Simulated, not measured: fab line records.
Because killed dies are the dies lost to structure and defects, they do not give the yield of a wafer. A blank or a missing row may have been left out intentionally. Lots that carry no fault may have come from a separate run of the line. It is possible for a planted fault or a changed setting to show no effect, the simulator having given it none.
fab line records | flow n5Finfet
record lots=10 wafers=30 lastDay=19
route steps=1938 shown HKMG_FIN@456 TV_OPEN@1888 PASSIVATION@1916
lots that met no fault: from a run of the same line without faults
startH: hours from the record's opening day to when the first of the lot's shown wafers began | waitH: time in hours since the lot's previous step | " the same as in the row above | L1.1+2: a single row standing in for several wafers | - no value, or no start was given | * or withheld: withheld | < > ~ a bound
route shown NAME@n: names a module that has steps shown in the file, with the first one's number in the route | usual: mean/standard deviation of fault-free wafers | same: alike in all rows | chamber/n: place in a boat | sites: each site's reading | _std_site: the values' standard deviation | _edge_site: mean of outer sites minus mean of inner sites | radiusMm: how far each site lies from the wafer's centre | mask NAME#n: copy n | behind: the tool/chamber that last shaped the wafer | hold: what put the lot on hold/how long, in hours/how the hold closed | device: transistor that didn't switch, given as n, p or np | end of line: the same wafers' tests at the end of the route | a step given without rows: its recipe and nothing more | killed: not the wafer's yield, but the dies lost to structure and defects at the first sort | map: per-die view of a wafer (x killed, . not killed, _ where there is no die)
set.NAME: the run value of the setting; set.NAME@STEP: its run value at that earlier step | model.NAME: the simulator's own value behind a step, which no gauge read
a sample of lots followed through the steps of the route, with each step as a table and each wafer as a row
services: when a tool's chamber went out of use (startH, in hours from the record's first day, below 0 if earlier), for how many hours, and the reason
## steps
# step N5_HKMG_FIN_ALD_21
# recipe material=TiN targetThkA=15 tempC=400 aldPrecursorFamily=TiCl4 aldCoReactant=NH3 pulseTimeS=1 purgeTimeS=3 coReactantPurgeTimeS=2 coReactantPulseTimeS=2 aldCycles=68 pressureTorr=3
# usual heaterPowerW=873/96 precursorPulseHeightRel=1.002/0.021
# same coReactantPulseTimeS=2
# columns lot.wafer tool chamber startH waitH heaterPowerW precursorPulseHeightRel
L662.2 aldMetal-03 2 87.00 0.3 890 1.016
L662.3 " 3 " " 1043 1.013
L662.5 " 3 " " 1055 0.970
L664.3 aldMetal-02 1 97.10 0.1 730 0.976
L664.5 " 2 " " 824 0.997
L664.6 " 3 " " 986 1.000
L668.2 aldMetal-02 3 119.39 0.3 997 1.010
L668.4 " 0 " " 820 1.000
L668.5 " 0 " " 812 1.014
L669.1 aldMetal-03 3 127.49 0.3 1078 0.995
L669.2 " 1 " " 791 1.001
L669.4 " 0 " " 750 1.022
L670.1 aldMetal-02 3 132.43 0.3 993 1.011
L670.3 " 1 " " 737 1.002
L670.5 " 0 " " 825 0.973
L671.4 aldMetal-02 3 139.25 0.3 1012 1.006
L671.5 " 1 " " 749 1.016
L671.6 " 0 " " 815 0.980
L674.4 aldMetal-03 1 156.07 0.1 816 0.984
L674.5 " 0 " " 725 0.991
L674.6 " 3 " " 1042 0.989
L682.1 aldMetal-03 2 202.97 0.3 880 1.021
L682.4 " 3 " " 1076 1.015
L682.5 " 2 " " 907 0.982
L683.1 aldMetal-02 2 213.58 0.3 836 0.979
L683.2 " 1 " " 722 1.020
L683.4 " 0 " " 835 0.960
L684.3 aldMetal-02 3 216.30 0.1 998 0.976
L684.4 " 2 " " 852 1.001
L684.5 " 0 " " 810 0.994
# step N5_PASSIVATION_VIA_ETCH_13
# recipe chemistry=CHF3/O2 target=SiO2 targetDepthA=6600 CHF3_flow_sccm=50 O2_flow_sccm=5 Ar_flow_sccm=200 timeS=330 maskMaterial=PR pressureMtorr=30 sourceW=650 biasW=170 ionEnergyEv=200 ends=cleared
# usual O2_flow_sccm=5.001/0.014 drypumpMotorCurrentA=5.79/0.23 etchRfOnTimeS=234/5.6 oesProductAu=0.72/0.083 rfFwdPowerW=648.1/2.1 rfVppV=520/7.4 showerheadPlenumPTorr=2.40/0.062 throttleValvePct=18.89/0.25
# columns lot.wafer tool chamber startH waitH O2_flow_sccm drypumpMotorCurrentA etchRfOnTimeS oesProductAu rfFwdPowerW rfHoursCounterH rfVppV showerheadPlenumPTorr throttleValvePct
L662.2 rieDiel-01 3 289.88 0.0 4.999 5.58 233 0.62 649.3 227 518 2.38 18.78
L662.3 " 0 " " 5.007 5.67 229 0.76 648.2 79 516 2.43 18.61
L662.5 " 2 " " 5.011 5.59 234 0.78 647.2 - 531 2.34 18.78
L664.3 rieDiel-01 2 328.96 0.0 5.006 5.60 229 0.79 648.9 69 531 2.34 18.80
L664.5 " 0 " " 4.985 5.67 237 0.75 650.2 - 516 2.43 18.62
L664.6 " 3 " " 5.029 5.56 242 0.61 648.9 - 522 2.38 18.80
L669.1 rieDiel-02 2 348.85 0.0 4.995 5.45 240 0.61 648.4 240 524 2.49 19.27
L669.2 " 0 " " 5.007 5.83 237 0.61 647.5 222 522 2.27 18.99
L669.4 " 3 " " 4.999 5.80 235 0.83 649.1 22 526 2.46 18.86
L668.2 rieDiel-02 3 356.57 0.0 5.005 5.81 232 0.82 651.6 25 524 2.46 18.86
L668.4 " 2 " " 5.007 5.45 242 0.60 647.8 242 523 2.49 19.26
L668.5 " 3 " " 5.001 5.82 231 0.83 653.5 - 525 2.46 18.86
L671.4 rieDiel-01 0 356.86 0.0 4.999 5.69 238 0.74 647.9 98 516 2.43 18.64
L671.5 " 1 " " 4.978 6.25 241 0.62 644.9 - 521 2.48 19.47
L671.6 " 2 " " 4.990 5.61 237 0.77 646.8 - 529 2.33 18.81
L674.4 rieDiel-02 2 369.10 0.0 4.991 5.47 238 0.61 649.7 246 525 2.49 19.29
L674.5 " 0 " " 5.021 5.84 246 0.61 648.9 - 522 2.27 19.02
L674.6 " 3 " " 5.015 5.80 231 0.82 646.6 - 523 2.46 18.86
L670.1 rieDiel-02 2 369.83 0.0 5.008 5.44 231 0.61 648.6 246 524 2.49 19.29
L670.3 " 1 " " 5.004 6.34 232 0.63 647.4 219 535 2.49 18.97
L670.5 " 1 " " 4.987 6.35 232 0.64 651.3 - 535 2.49 18.96
L682.1 rieDiel-01 2 426.20 0.0 5.025 5.61 229 0.75 642.8 99 530 2.33 18.87
L682.4 " 2 " " 5.026 5.61 232 0.74 643.9 - 531 2.33 18.87
L682.5 " 0 " " 5.027 5.68 228 0.72 645.2 - 515 2.42 18.68
L683.1 rieDiel-01 2 435.36 0.0 5.015 5.64 229 0.74 647.1 103 530 2.33 18.86
L683.2 " 0 " " 4.984 5.65 232 0.72 646.0 125 516 2.42 18.70
L683.4 " 2 " " 5.025 5.64 233 0.74 648.2 - 530 2.33 18.85
L684.3 rieDiel-01 3 446.37 0.0 5.017 5.56 226 0.83 649.9 17 520 2.37 18.39
L684.4 " 2 " " 4.971 5.64 236 0.74 641.7 106 530 2.32 18.86
L684.5 " 3 " " 5.015 5.55 227 0.84 649.0 - 520 2.37 18.42
# step N5_PASSIVATION_ETCH_15
# recipe chemistry=CF4/N2 target=SiCN targetDepthA=750 taperDeg=2 timeS=81.2 ionEnergyEv=150 maskMaterial=SiNx pressureMtorr=40 sourceW=430 biasW=70 Ar_flow_sccm=100 cf4FlowSccm=60 n2FlowSccm=60
# usual drypumpMotorCurrentA=5.79/0.23 oesProductAu=0.79/0.095 rfFwdPowerW=428.3/1.5 rfVppV=382.0/1.5 showerheadPlenumPTorr=2.19/0.056 throttleValvePct=15.44/0.26
# columns lot.wafer tool chamber startH waitH drypumpMotorCurrentA oesProductAu rfFwdPowerW rfHoursCounterH rfVppV showerheadPlenumPTorr throttleValvePct
L662.2 rieDiel-01 3 - - 5.55 0.68 429.2 227 381.4 2.17 15.36
L662.3 " 0 " " 5.68 0.85 427.5 79 383.0 2.22 15.15
L662.5 " 2 " " 5.61 0.87 429.2 - 381.1 2.14 15.30
L664.3 rieDiel-01 2 - - 5.60 0.86 427.8 69 380.5 2.14 15.33
L664.5 " 0 " " 5.66 0.84 431.5 - 384.8 2.22 15.18
L664.6 " 3 " " 5.58 0.67 428.3 - 381.3 2.17 15.37
L669.1 rieDiel-02 2 - - 5.46 0.67 428.5 240 384.5 2.28 15.82
L669.2 " 0 " " 5.84 0.68 426.0 222 379.5 2.08 15.59
L669.4 " 3 " " 5.80 0.92 429.8 22 383.4 2.25 15.33
L668.2 rieDiel-02 3 - - 5.84 0.91 430.3 25 382.7 2.25 15.33
L668.4 " 2 " " 5.46 0.67 427.9 242 383.5 2.27 15.83
L668.5 " 3 " " 5.82 0.92 432.3 - 382.8 2.25 15.33
L671.4 rieDiel-01 0 - - 5.67 0.82 427.8 98 381.5 2.22 15.21
L671.5 " 1 " " 6.27 0.70 428.2 - 382.4 2.27 16.01
L671.6 " 2 " " 5.63 0.85 428.7 - 381.8 2.14 15.34
L674.4 rieDiel-02 2 - - 5.47 0.67 430.2 246 383.1 2.27 15.83
L674.5 " 0 " " 5.80 0.67 426.2 - 379.6 2.08 15.59
L674.6 " 3 " " 5.81 0.90 429.4 - 382.3 2.25 15.34
L670.1 rieDiel-02 2 - - 5.46 0.67 428.4 246 382.8 2.27 15.83
L670.3 " 1 " " 6.33 0.70 430.2 219 384.7 2.28 15.60
L670.5 " 1 " " 6.31 0.70 429.8 - 384.0 2.28 15.57
L682.1 rieDiel-01 2 - - 5.62 0.82 429.4 99 380.9 2.13 15.39
L682.4 " 2 " " 5.63 0.81 426.5 - 381.3 2.13 15.38
L682.5 " 0 " " 5.67 0.80 428.2 - 383.7 2.21 15.24
L683.1 rieDiel-01 2 - - 5.60 0.82 426.7 103 381.0 2.13 15.39
L683.2 " 0 " " 5.64 0.79 430.2 125 382.4 2.21 15.24
L683.4 " 2 " " 5.60 0.82 426.1 - 380.1 2.13 15.38
L684.3 rieDiel-01 3 - - 5.55 0.93 428.1 17 380.0 2.16 14.93
L684.4 " 2 " " 5.60 0.82 427.4 106 381.0 2.13 15.39
L684.5 " 3 " " 5.54 0.92 427.9 - 381.7 2.16 14.91
# step N5_PASSIVATION_PECVD_35
# recipe material=SiNx targetThkA=7000 tempC=400 precursor=SiH4/NH3/N2 pressureTorr=4.9 rfW=1406 timeS=151.3
# usual heaterPowerW=401/82 rfFwdPowerW=1400/4.1 showerheadPlenumPTorr=8.69/0.084 throttleValvePct=29.4/1.3
# columns lot.wafer tool chamber startH waitH heaterPowerW rfFwdPowerW showerheadPlenumPTorr throttleValvePct
L662.2 pecvd-01 0 293.27 0.1 344 1409 8.64 29.8
L662.3 " 1 " " 325 1398 8.60 30.0
L662.5 " 0 " " 223 1400 8.66 29.5
L664.3 pecvd-03 0 331.77 0.1 381 1409 8.79 31.1
L664.5 " 0 " " 419 1402 8.79 31.4
L664.6 " 1 " " 258 1399 8.57 31.0
L669.1 pecvd-03 2 351.98 0.1 561 1396 8.72 26.3
L669.2 " 1 " " 293 1396 8.55 31.1
L669.4 " 2 " " 390 1398 8.73 26.7
L668.2 pecvd-02 2 359.29 0.1 408 1397 8.67 29.5
L668.4 " 0 " " 488 1397 8.79 29.0
L668.5 " 2 " " 320 1397 8.66 29.3
L671.4 pecvd-01 1 360.06 0.1 354 1399 8.60 30.1
L671.5 " 0 " " 354 1400 8.62 29.6
L671.6 " 2 " " 353 1401 8.59 28.9
L674.4 pecvd-01 1 372.58 0.1 350 1403 8.63 30.1
L674.5 " 0 " " 352 1392 8.63 29.6
L674.6 " 2 " " 484 1406 8.59 28.9
L670.1 pecvd-02 2 372.68 0.1 387 1401 8.70 29.3
L670.3 " 0 " " 450 1399 8.79 29.1
L670.5 " 0 " " 495 1398 8.81 29.0
L682.1 pecvd-02 1 428.96 0.1 496 1399 8.72 26.6
L682.4 " 1 " " 516 1401 8.74 26.9
L682.5 " 0 " " 508 1403 8.82 29.0
L683.1 pecvd-02 1 438.61 0.1 529 1404 8.74 26.8
L683.2 " 0 " " 474 1405 8.78 29.1
L683.4 " 1 " " 365 1399 8.75 27.0
L684.3 pecvd-03 2 449.26 0.1 473 1408 8.75 26.6
L684.4 " 2 " " 513 1407 8.76 26.6
L684.5 " 1 " " 259 1402 8.56 30.9
# step N5_PASSIVATION_PROBE_49
# usual defectLimitedYield=91.0/1.4 killed_at_M0_to_M3=36/10 killed_at_M4_up=15/5 killedAtContacts=12/6.1 killedAtFrontEnd=40/13 killedAtOther=3.8/2.9 killedDies=106/16 killedOnRim=14/4.1 killedOpen=68/12 killedShort=35/8.2 sort_bin_5_function=5.2/0.9 sort_bin_6_memory=3.4/0.71 sortNPass=1073/17 sortYieldPct=91.0/1.5
# same grossDies=1180 killedAtBackSide=0 sort_bin_4_leakage[%]=0 sort_bin_8_speed[%]=0
# columns lot.wafer tool chamber startH waitH defectLimitedYield[%] killed_at_M0_to_M3 killed_at_M4_up killedAtContacts killedAtFrontEnd killedAtOther killedDies killedOnRim killedOpen killedShort sort_bin_5_function[%] sort_bin_6_memory[%] sortNPass sortYieldPct[%]
L669.1 prober-01 - 355.54 0.0 92.2 27 8 19 37 1 92 10 58 32 4.6 3.0 1088 92.2
L669.2 prober-01 - 355.59 0.1 91.7 23 16 15 44 0 98 14 69 26 4.4 3.6 1082 91.7
L669.4 prober-01 - 355.69 0.2 89.7 42 13 22 44 0 121 17 81 35 6.1 3.8 1059 89.7
L668.2 prober-02 - 363.11 0.1 92.3 29 21 13 25 3 91 14 68 21 4.2 3.2 1089 92.3
L668.4 prober-02 - 363.21 0.2 85.4 32 25 11 101 3 172 29 75 36 8.5 4.1 1008 85.4
L668.5 prober-02 - 363.26 0.2 85.5 33 26 14 96 2 171 34 75 32 8.6 4.2 1009 85.5
L671.4 prober-02 - 364.57 0.2 93.1 34 7 14 25 1 81 14 53 27 4.7 1.9 1099 93.1
L671.5 prober-02 - 364.62 0.2 92.3 30 22 13 22 4 91 13 62 27 4.7 2.7 1089 92.3
L671.6 prober-02 - 364.67 0.3 86.4 41 15 16 87 2 161 33 66 35 7.2 4.1 1019 86.4
L670.1 prober-01 - 377.19 0.4 93.0 31 9 16 24 3 83 7 57 25 3.8 3.0 1097 93.0
L670.3 prober-01 - 377.29 0.5 91.5 26 19 18 35 2 100 11 68 30 4.3 3.7 1080 91.5
L670.5 prober-01 - 377.39 0.6 86.4 29 14 14 103 0 160 29 69 23 6.8 3.9 1020 86.4
# killed by level:class
L669.1 MOL_CONTACT_COAG:geometricParticle:open=14 BEOL_M1:geometricParticle:open=7 BEOL_M2:geometricParticle:open=7 FIN_SAQP:geometricParticle:open=5 ILD0:geometricParticle:short=5 STI_FIN_REVEAL:geometricParticle:open=5 DUMMY_GATE:geometricParticle:open=5 MOL_CONTACT_COAG:geometricParticle:short=5
L669.2 FIN_SAQP:geometricParticle:short=11 MOL_CONTACT_COAG:geometricParticle:open=11 STI_FIN_REVEAL:geometricParticle:open=9 BEOL_M1:geometricParticle:open=7 BEOL_M0_SAQP:geometricParticle:open=5 BEOL_M2:geometricParticle:open=5 DUMMY_GATE:geometricParticle:open=4 MOL_CONTACT_COAG:geometricParticle:short=4
L669.4 MOL_CONTACT_COAG:geometricParticle:open=16 STI_FIN_REVEAL:geometricParticle:open=11 BEOL_M0_SAQP:geometricParticle:short=10 BEOL_M2:geometricParticle:open=10 FIN_SAQP:geometricParticle:open=8 BEOL_M1:geometricParticle:open=8 MOL_CONTACT_COAG:geometricParticle:short=6 FIN_SAQP:geometricParticle:short=5
L668.2 MOL_CONTACT_COAG:geometricParticle:open=11 BEOL_M4:geometricParticle:open=11 BEOL_M3:geometricParticle:open=8 BEOL_M2:geometricParticle:open=6 BEOL_M5:geometricParticle:open=5 FIN_SAQP:geometricParticle:open=4 STI_FIN_REVEAL:geometricParticle:open=4 GATE_CUT:geometricParticle:short=4
L668.4 HKMG_FIN:unspecified=60 BEOL_M4:geometricParticle:open=15 STI_FIN_REVEAL:geometricParticle:open=12 BEOL_M0_SAQP:geometricParticle:short=11 MOL_CONTACT_COAG:geometricParticle:open=10 BEOL_M0_SAQP:geometricParticle:open=7 FIN_SAQP:geometricParticle:short=5 BEOL_M3:geometricParticle:open=5
L668.5 HKMG_FIN:unspecified=64 MOL_CONTACT_COAG:geometricParticle:open=13 BEOL_M4:geometricParticle:open=9 BEOL_M1:geometricParticle:open=8 BEOL_M3:geometricParticle:open=7 FIN_SAQP:geometricParticle:short=6 GATE_CUT:geometricParticle:short=6 BEOL_M0_SAQP:geometricParticle:open=6
L671.4 MOL_CONTACT_COAG:geometricParticle:open=10 BEOL_M2:geometricParticle:open=9 BEOL_M0_SAQP:geometricParticle:open=7 FIN_SAQP:geometricParticle:short=6 BEOL_M0_SAQP:geometricParticle:short=6 BEOL_M1:geometricParticle:open=5 FIN_SAQP:geometricParticle:open=4 MOL_CONTACT_COAG:geometricParticle:short=4
L671.5 MOL_CONTACT_COAG:geometricParticle:open=9 STI_FIN_REVEAL:geometricParticle:open=7 BEOL_M0_SAQP:geometricParticle:short=7 BEOL_M1:geometricParticle:open=7 BEOL_M4:geometricParticle:open=7 BEOL_M0_SAQP:geometricParticle:open=5 BEOL_M2:geometricParticle:open=5 MOL_CONTACT_COAG:geometricParticle:short=4
L671.6 HKMG_FIN:unspecified=60 MOL_CONTACT_COAG:geometricParticle:open=13 BEOL_M1:geometricParticle:open=9 BEOL_M2:geometricParticle:open=9 BEOL_M4:geometricParticle:open=9 STI_FIN_REVEAL:geometricParticle:open=8 FIN_SAQP:geometricParticle:short=6 BEOL_M3:geometricParticle:short=6
L670.1 MOL_CONTACT_COAG:geometricParticle:open=13 BEOL_M2:geometricParticle:open=8 BEOL_M3:geometricParticle:open=7 BEOL_M0_SAQP:geometricParticle:open=5 BEOL_M0_SAQP:geometricParticle:short=4 STARTING-WAFER:geometricParticle:short=4 FIN_SAQP:geometricParticle:open=3 FIN_SAQP:geometricParticle:short=3
L670.3 FIN_SAQP:geometricParticle:open=13 MOL_CONTACT_COAG:geometricParticle:open=13 BEOL_M4:geometricParticle:open=7 BEOL_M1:geometricParticle:open=7 BEOL_M0_SAQP:geometricParticle:short=5 MOL_CONTACT_COAG:geometricParticle:short=5 BEOL_M0_SAQP:geometricParticle:open=4 BEOL_M2:geometricParticle:open=4
L670.5 HKMG_FIN:unspecified=60 MOL_CONTACT_COAG:geometricParticle:open=11 BEOL_M4:geometricParticle:open=10 BEOL_M2:geometricParticle:open=9 HKMG_FIN:areaEtch=8 FIN_SAQP:geometricParticle:open=7 BEOL_M3:geometricParticle:open=6 STI_FIN_REVEAL:geometricParticle:open=5
## services
# columns tool chamber startH hours kind
rieDiel-02 - 66.97 0.4 repair
rieDiel-01 1 80.56 2.8 repair
pecvd-02 1 102.77 5.1 repair
rieDiel-01 1 108.62 3.8 repair
aldMetal-03 3 111.82 10.4 repair
aldMetal-03 0 116.14 6.9 repair
aldMetal-02 2 122.63 26.2 repair
aldMetal-02 1 129.06 1.4 repair
rieDiel-02 - 137.37 2.8 pm
aldMetal-03 - 137.82 8.7 pm
rieDiel-02 3 140.90 6.3 repair
rieDiel-02 - 174.85 0.5 repair
rieDiel-01 2 175.04 8.4 repair
rieDiel-02 1 176.31 7.1 repair
rieDiel-02 0 177.64 1.8 repair
rieDiel-01 2 193.75 29.0 repair
pecvd-02 0 203.83 5.4 repair
aldMetal-02 - 227.15 8.7 pm
rieDiel-02 2 274.36 2.9 repair
rieDiel-01 1 284.52 11.2 repair
aldMetal-02 - 337.25 14.0 pm
aldMetal-02 - 395.50 6.0 pm
rieDiel-02 1 412.13 6.4 repair
rieDiel-01 - 413.97 1.2 repair
## key
firstSign step=N5_PASSIVATION_PROBE_49 reading=killedAtFrontEnd direction=up sigmas=4.2 usual=40 struck=97
effect step=N5_PASSIVATION_PROBE_49 reading=defectLimitedYield direction=down sigmas=3.7 usual=91.0 struck=85.9
moreKillsBornAt N5_HKMG_FIN_ALD_21@aldMetal-02=244
metAt N5_HKMG_FIN_ALD_21
struckLots L668,L670,L671
struckWafers L668.4,L668.5,L670.5,L671.6
notActingAt N5_PASSIVATION_VIA_ETCH_13,N5_PASSIVATION_ETCH_15,N5_PASSIVATION_PECVD_35
fault kind=chamberParticleSource tool=aldMetal-02 chamber=0 onsetH=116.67 steps=N5_HKMG_FIN_ALD_21 ratePerVisitCm2=1.3238 endH=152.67
